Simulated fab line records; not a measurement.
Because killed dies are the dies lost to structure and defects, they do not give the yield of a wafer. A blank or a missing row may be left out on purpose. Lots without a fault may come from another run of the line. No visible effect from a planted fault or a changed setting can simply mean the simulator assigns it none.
fab line records	flow nand-harc
record lots=6	wafers=18	last-day=33
route steps=1302 shown A_ONON_D1@424 END@1302
lots that met no fault: from a run of the same line without faults
start-h: the number of hours between the record's first day and the start of the first shown wafer of the lot	wait-h: hours from the lot's prior step to this one	" unchanged from the row above	L1.1+2: a single row standing in for several wafers	- value missing, or start not given	* or withheld: withheld	< > ~ a bound
route shown NAME@n: names a module that has steps shown in the file, with the first one's number in the route	usual: mean/standard deviation of fault-free wafers	same: alike in all rows	chamber/n: place in a boat	sites: readings site by site	_std_site: how widely they spread, as a standard deviation	_edge_site: mean of outer sites minus mean of inner sites	radius-mm: how far each site lies from the wafer's centre	mask NAME#n: copy n	behind: the most recent tool/chamber to have shaped the wafer	hold: the reason the lot was held/the length of the hold in hours/how it ended	device: transistor that didn't switch, given as n, p or np	end of line: tests run on the same wafers once the route is complete	a step with no rows: only its recipe	killed: at the first sort, the dies lost to defects and structure; wafer yield is something else	map: a wafer's dies, x killed, . not, _ none there
set.NAME: setting as actually run; set.NAME@STEP: the setting as run at that earlier step	model.NAME: the simulator's own value behind a step, which no gauge read
lots at some steps of the route; a table a step, a row a wafer
services: a tool's chamber out of use, with start hour (start-h, from the record's first day; less than 0 if before it), hours out, and reason
## steps
# step NHARC_A_ONON_D1_DEP_00
# recipe target-thk-a=10000	n2-flow-sccm=2750	n2o-flow-sccm=2000	nh3-flow-sccm=500	sih4-flow-sccm=210	temp-c=400
# step NHARC_A_ONON_D1_THK_MEAS_02
# recipe thk-meas-gauge=ellipsometry
# usual thk-nm=999/9.6
lot.wafer	tool	chamber	start-h	wait-h	thk-nm
L958.3	film-metro-01	-	164.27	-	998
L958.4	"	-	"	"	998
L958.5	"	-	"	"	999
L963.1	film-metro-01	-	212.35	-	1002
L963.3	"	-	"	"	1003
L963.4	"	-	"	"	1004
L973.1	film-metro-02	-	305.02	-	997
L973.2	"	-	"	"	996
L973.4	"	-	"	"	998
L972.2	film-metro-01	-	305.03	-	1003
L972.5	"	-	"	"	1004
L972.6	"	-	"	"	1002
L974.2	film-metro-01	-	329.90	-	983
L974.4	"	-	"	"	983
L974.6	"	-	"	"	981
L981.3	film-metro-01	-	398.31	-	998
L981.5	"	-	"	"	1000
L981.6	"	-	"	"	1000
# step NHARC_A_ONON_D1_DEP_03
# recipe target-thk-a=10000	n2-flow-sccm=2750	n2o-flow-sccm=2000	nh3-flow-sccm=500	sih4-flow-sccm=210	temp-c=400
# step NHARC_A_ONON_D1_THK_MEAS_05
# recipe thk-meas-gauge=ellipsometry
# usual thk-nm=1000/9.7
lot.wafer	tool	chamber	start-h	wait-h	thk-nm
L958.3	film-metro-01	-	164.83	-	984
L958.4	"	-	"	"	984
L958.5	"	-	"	"	984
L963.1	film-metro-02	-	212.92	-	1006
L963.3	"	-	"	"	1003
L963.4	"	-	"	"	1004
L973.1	film-metro-01	-	305.59	-	1007
L973.2	"	-	"	"	1007
L973.4	"	-	"	"	1007
L972.2	film-metro-02	-	305.61	-	998
L972.5	"	-	"	"	998
L972.6	"	-	"	"	997
L974.2	film-metro-02	-	330.47	-	998
L974.4	"	-	"	"	998
L974.6	"	-	"	"	997
L981.3	film-metro-02	-	398.88	-	1009
L981.5	"	-	"	"	1007
L981.6	"	-	"	"	1007
# step NHARC_A_ONON_D1_DEP_06
# recipe target-thk-a=10000	n2-flow-sccm=2750	n2o-flow-sccm=2000	nh3-flow-sccm=500	sih4-flow-sccm=210	temp-c=400
# step NHARC_A_ONON_D1_THK_MEAS_08
# recipe thk-meas-gauge=ellipsometry
# usual thk-nm=999/9.8
lot.wafer	tool	chamber	start-h	wait-h	thk-nm
L958.3	film-metro-02	-	165.40	-	983
L958.4	"	-	"	"	986
L958.5	"	-	"	"	982
L963.1	film-metro-02	-	213.48	-	996
L963.3	"	-	"	"	996
L963.4	"	-	"	"	995
L973.1	film-metro-01	-	306.15	-	998
L973.2	"	-	"	"	997
L973.4	"	-	"	"	996
L972.2	film-metro-01	-	306.18	-	985
L972.5	"	-	"	"	989
L972.6	"	-	"	"	987
L974.2	film-metro-01	-	331.04	-	989
L974.4	"	-	"	"	990
L974.6	"	-	"	"	992
L981.3	film-metro-02	-	399.44	-	984
L981.5	"	-	"	"	985
L981.6	"	-	"	"	984
# step NHARC_A_ONON_D1_DEP_09
# recipe target-thk-a=10000	n2-flow-sccm=2750	n2o-flow-sccm=2000	nh3-flow-sccm=500	sih4-flow-sccm=210	temp-c=400
# step NHARC_A_ONON_D1_THK_MEAS_11
# recipe thk-meas-gauge=ellipsometry
# usual thk-nm=1000/11
lot.wafer	tool	chamber	start-h	wait-h	thk-nm
L958.3	film-metro-02	-	165.97	-	990
L958.4	"	-	"	"	987
L958.5	"	-	"	"	989
L963.1	film-metro-02	-	214.05	-	1008
L963.3	"	-	"	"	1010
L963.4	"	-	"	"	1010
L973.1	film-metro-02	-	306.72	-	983
L973.2	"	-	"	"	983
L973.4	"	-	"	"	982
L972.2	film-metro-01	-	306.75	-	987
L972.5	"	-	"	"	988
L972.6	"	-	"	"	987
L974.2	film-metro-02	-	331.61	-	994
L974.4	"	-	"	"	991
L974.6	"	-	"	"	991
L981.3	film-metro-01	-	400.01	-	1008
L981.5	"	-	"	"	1009
L981.6	"	-	"	"	1011
# step NHARC_A_ONON_D1_DEP_12
# recipe target-thk-a=10000	n2-flow-sccm=2750	n2o-flow-sccm=2000	nh3-flow-sccm=500	sih4-flow-sccm=210	temp-c=400
# step NHARC_A_ONON_D1_THK_MEAS_14
# recipe thk-meas-gauge=ellipsometry
# usual thk-nm=999/8.6
lot.wafer	tool	chamber	start-h	wait-h	thk-nm
L958.3	film-metro-02	-	166.54	-	992
L958.4	"	-	"	"	991
L958.5	"	-	"	"	991
L963.1	film-metro-02	-	214.61	-	1012
L963.3	"	-	"	"	1013
L963.4	"	-	"	"	1011
L973.1	film-metro-02	-	307.29	-	988
L973.2	"	-	"	"	985
L973.4	"	-	"	"	986
L972.2	film-metro-01	-	307.31	-	1007
L972.5	"	-	"	"	1007
L972.6	"	-	"	"	1006
L974.2	film-metro-02	-	332.18	-	993
L974.4	"	-	"	"	993
L974.6	"	-	"	"	993
L981.3	film-metro-02	-	400.58	-	993
L981.5	"	-	"	"	994
L981.6	"	-	"	"	993
# step NHARC_A_ONON_D1_ANNEAL_15
# recipe temp-c=750	time-s=3600
# step NHARC_A_ONON_D1_DEP_16
# recipe target-thk-a=10000	n2-flow-sccm=2750	n2o-flow-sccm=2000	nh3-flow-sccm=500	sih4-flow-sccm=210	temp-c=400
# usual susceptor-temp-C=400.04/0.22
lot.wafer	tool	chamber	start-h	wait-h	susceptor-temp-C
L958.3	pecvd-onon-01	0	175.26	0.2	399.81
L958.4	"	0	"	"	399.96
L958.5	"	0	"	"	400.26
L963.1	pecvd-onon-02	0	221.90	0.1	400.43
L963.3	"	0	"	"	400.09
L963.4	"	0	"	"	400.38
L973.1	pecvd-onon-01	0	317.59	0.1	400.02
L973.2	"	0	"	"	400.20
L973.4	"	0	"	"	400.39
L972.2	pecvd-onon-02	0	317.64	0.1	399.71
L972.5	"	0	"	"	399.58
L972.6	"	0	"	"	399.60
L974.2	pecvd-onon-01	0	340.25	0.1	400.02
L974.4	"	0	"	"	399.97
L974.6	"	0	"	"	400.18
L981.3	pecvd-onon-02	0	408.30	0.2	400.36
L981.5	"	0	"	"	400.27
L981.6	"	0	"	"	399.94
# step NHARC_A_ONON_D1_THK_MEAS_18
# recipe thk-meas-gauge=ellipsometry
# usual thk-nm=997/11
lot.wafer	tool	chamber	start-h	wait-h	thk-nm
L958.3	film-metro-02	-	175.66	-	989
L958.4	"	-	"	"	988
L958.5	"	-	"	"	990
L963.1	film-metro-01	-	222.41	-	989
L963.3	"	-	"	"	992
L963.4	"	-	"	"	990
L973.1	film-metro-01	-	318.09	-	1595
L973.2	"	-	"	"	1594
L973.4	"	-	"	"	1596
L972.2	film-metro-02	-	318.09	-	993
L972.5	"	-	"	"	993
L972.6	"	-	"	"	996
L974.2	film-metro-02	-	340.70	-	1571
L974.4	"	-	"	"	1572
L974.6	"	-	"	"	1573
L981.3	film-metro-02	-	408.69	-	993
L981.5	"	-	"	"	993
L981.6	"	-	"	"	994
# step NHARC_A_ONON_D1_DEP_19
# recipe target-thk-a=10000	n2-flow-sccm=2750	n2o-flow-sccm=2000	nh3-flow-sccm=500	sih4-flow-sccm=210	temp-c=400
# step NHARC_END_SORT_01
# recipe temp-c=25
# usual killed-at-array=46/15	killed-at-other=0.8/1.1	killed-at-periphery=4.0/2.9	killed-dies=50/15	killed-open=3.2/1.8	killed-short=2.3/1.6
# same gross-dies=677
lot.wafer	tool	chamber	start-h	wait-h	killed-at-array	killed-at-other	killed-at-periphery	killed-dies	killed-open	killed-short
L973.1	prober-02	0	706.29	2.6	674	1	2	677	3	1
L973.2	prober-02	0	707.09	2.8	676	1	0	677	3	3
L973.4	prober-02	0	708.68	3.4	676	0	1	677	3	1
L974.2	prober-01	0	742.00	2.8	677	0	0	677	3	5
L974.4	prober-01	0	743.61	3.4	674	0	3	677	5	3
L974.6	prober-01	0	745.22	4.0	671	1	5	677	6	3
# killed by level:class
L973.1 A_ONON_D1:area-dep=624 A_SLIT:chamber-film-flake=19 A_CHANNEL_HOLE_D2:chamber-film-flake=11 A_CONTACT:chamber-film-flake=8 A_CHANNEL_HOLE_D1:chamber-film-flake=7 A_STAIRCASE:chamber-film-flake=2 P_M0:geometric-particle:open=1 P_M1:geometric-particle:open=1
L973.2 A_ONON_D1:area-dep=622 A_SLIT:chamber-film-flake=21 A_CHANNEL_HOLE_D2:chamber-film-flake=9 A_CONTACT:chamber-film-flake=9 A_CHANNEL_HOLE_D1:chamber-film-flake=7 A_CHANNEL_HOLE_D1:geometric-particle:short=2 A_DECK1_JOINT:geometric-particle:open=1 A_CHANNEL_FILL_D2:geometric-particle:short=1
L973.4 A_ONON_D1:area-dep=630 A_SLIT:chamber-film-flake=23 A_CONTACT:chamber-film-flake=7 A_CHANNEL_HOLE_D2:chamber-film-flake=6 A_CHANNEL_HOLE_D1:chamber-film-flake=4 A_STAIRCASE:chamber-film-flake=2 P_STI:geometric-particle:short=1 A_ONON_D1:geometric-particle:open=1
L974.2 A_ONON_D1:area-dep=620 A_CHANNEL_HOLE_D2:chamber-film-flake=19 A_CHANNEL_HOLE_D1:chamber-film-flake=15 A_SLIT:chamber-film-flake=5 A_CHANNEL_FILL_D2:chamber-film-flake=4 A_CONTACT:chamber-film-flake=4 A_CHANNEL_FILL_D1:geometric-particle:open=2 A_CHANNEL_FILL_D1:geometric-particle:short=1
L974.4 A_ONON_D1:area-dep=620 A_CHANNEL_HOLE_D1:chamber-film-flake=17 A_CHANNEL_HOLE_D2:chamber-film-flake=16 A_CONTACT:chamber-film-flake=7 A_SLIT:chamber-film-flake=5 P_M0:chamber-film-flake=2 P_M0:geometric-particle:open=1 A_ONON_D1:geometric-particle:open=1
L974.6 A_ONON_D1:area-dep=614 A_CHANNEL_HOLE_D2:chamber-film-flake=22 A_CHANNEL_HOLE_D1:chamber-film-flake=16 A_CHANNEL_FILL_D2:chamber-film-flake=4 A_STAIRCASE:chamber-film-flake=4 A_CONTACT:chamber-film-flake=4 P_CONTACT:geometric-particle:open=3 A_SLIT:chamber-film-flake=3
# map L973.1 (x killed, . not)
____________x____________
_________xxxxxxx_________
_______xxxxxxxxxxx_______
______xxxxxxxxxxxxx______
_____xxxxxxxxxxxxxxx_____
____xxxxxxxxxxxxxxxxx____
____xxxxxxxxxxxxxxxxx____
___xxxxxxxxxxxxxxxxxxx___
___xxxxxxxxxxxxxxxxxxx___
__xxxxxxxxxxxxxxxxxxxxx__
__xxxxxxxxxxxxxxxxxxxxx__
_xxxxxxxxxxxxxxxxxxxxxxx_
_xxxxxxxxxxxxxxxxxxxxxxx_
_xxxxxxxxxxxxxxxxxxxxxxx_
_xxxxxxxxxxxxxxxxxxxxxxx_
_xxxxxxxxxxxxxxxxxxxxxxx_
xxxxxxxxxxxxxxxxxxxxxxxxx
xxxxxxxxxxxxxxxxxxxxxxxxx
xxxxxxxxxxxxxxxxxxxxxxxxx
xxxxxxxxxxxxxxxxxxxxxxxxx
xxxxxxxxxxxxxxxxxxxxxxxxx
_xxxxxxxxxxxxxxxxxxxxxxx_
_xxxxxxxxxxxxxxxxxxxxxxx_
_xxxxxxxxxxxxxxxxxxxxxxx_
_xxxxxxxxxxxxxxxxxxxxxxx_
_xxxxxxxxxxxxxxxxxxxxxxx_
__xxxxxxxxxxxxxxxxxxxxx__
__xxxxxxxxxxxxxxxxxxxxx__
___xxxxxxxxxxxxxxxxxxx___
___xxxxxxxxxxxxxxxxxxx___
____xxxxxxxxxxxxxxxxx____
____xxxxxxxxxxxxxxxxx____
_____xxxxxxxxxxxxxxx_____
______xxxxxxxxxxxxx______
_______xxxxxxxxxxx_______
_________xxxxxxx_________
____________x____________
# map L974.2 (x killed, . not)
____________x____________
_________xxxxxxx_________
_______xxxxxxxxxxx_______
______xxxxxxxxxxxxx______
_____xxxxxxxxxxxxxxx_____
____xxxxxxxxxxxxxxxxx____
____xxxxxxxxxxxxxxxxx____
___xxxxxxxxxxxxxxxxxxx___
___xxxxxxxxxxxxxxxxxxx___
__xxxxxxxxxxxxxxxxxxxxx__
__xxxxxxxxxxxxxxxxxxxxx__
_xxxxxxxxxxxxxxxxxxxxxxx_
_xxxxxxxxxxxxxxxxxxxxxxx_
_xxxxxxxxxxxxxxxxxxxxxxx_
_xxxxxxxxxxxxxxxxxxxxxxx_
_xxxxxxxxxxxxxxxxxxxxxxx_
xxxxxxxxxxxxxxxxxxxxxxxxx
xxxxxxxxxxxxxxxxxxxxxxxxx
xxxxxxxxxxxxxxxxxxxxxxxxx
xxxxxxxxxxxxxxxxxxxxxxxxx
xxxxxxxxxxxxxxxxxxxxxxxxx
_xxxxxxxxxxxxxxxxxxxxxxx_
_xxxxxxxxxxxxxxxxxxxxxxx_
_xxxxxxxxxxxxxxxxxxxxxxx_
_xxxxxxxxxxxxxxxxxxxxxxx_
_xxxxxxxxxxxxxxxxxxxxxxx_
__xxxxxxxxxxxxxxxxxxxxx__
__xxxxxxxxxxxxxxxxxxxxx__
___xxxxxxxxxxxxxxxxxxx___
___xxxxxxxxxxxxxxxxxxx___
____xxxxxxxxxxxxxxxxx____
____xxxxxxxxxxxxxxxxx____
_____xxxxxxxxxxxxxxx_____
______xxxxxxxxxxxxx______
_______xxxxxxxxxxx_______
_________xxxxxxx_________
____________x____________
## services
tool	chamber	start-h	hours	kind
pecvd-onon-02	-	185.00	13.0	pm
pecvd-onon-02	-	243.80	2.7	repair
pecvd-onon-01	-	269.07	13.0	pm
pecvd-onon-02	-	366.00	13.0	pm
## key
first-sign step=NHARC_A_ONON_D1_THK_MEAS_18	reading=thk-nm	direction=up	sigmas=56	usual=997	struck=1583
effect step=NHARC_END_SORT_01	reading=killed-at-array	direction=up	sigmas=42	usual=46	struck=675
more-kills-born-at NHARC_A_ONON_D1_DEP_16@pecvd-onon-01=3730
met-at NHARC_A_ONON_D1_DEP_16
struck-wafers L973.1,L973.2,L973.4,L974.2,L974.4,L974.6
later-rows-left-out L973.1,L973.2,L973.4,L974.2,L974.4,L974.6
tester-left-out L973,L974
onset-between 175.26 317.59
fault kind=process-parameter-drift	tool=pecvd-onon-01	chamber=-	onset-h=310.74	steps=NHARC_A_ONON_D1_DEP_16	channel=target-thk-a	offset=*	shape=step	end-h=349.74	acts-in=*	stated=*
# tester-left-out: of these lots the tester's yield and bins aren't shown, on N5 and GAA mostly nor the transistor test; their killed dies are dies lost to structure and defects alone, not to doping, threshold or leakage, so they don't give the yield
# later-rows-left-out: the simulator's readings of these wafers behind a module that went badly wrong aren't trusted and aren't shown, but for the sort
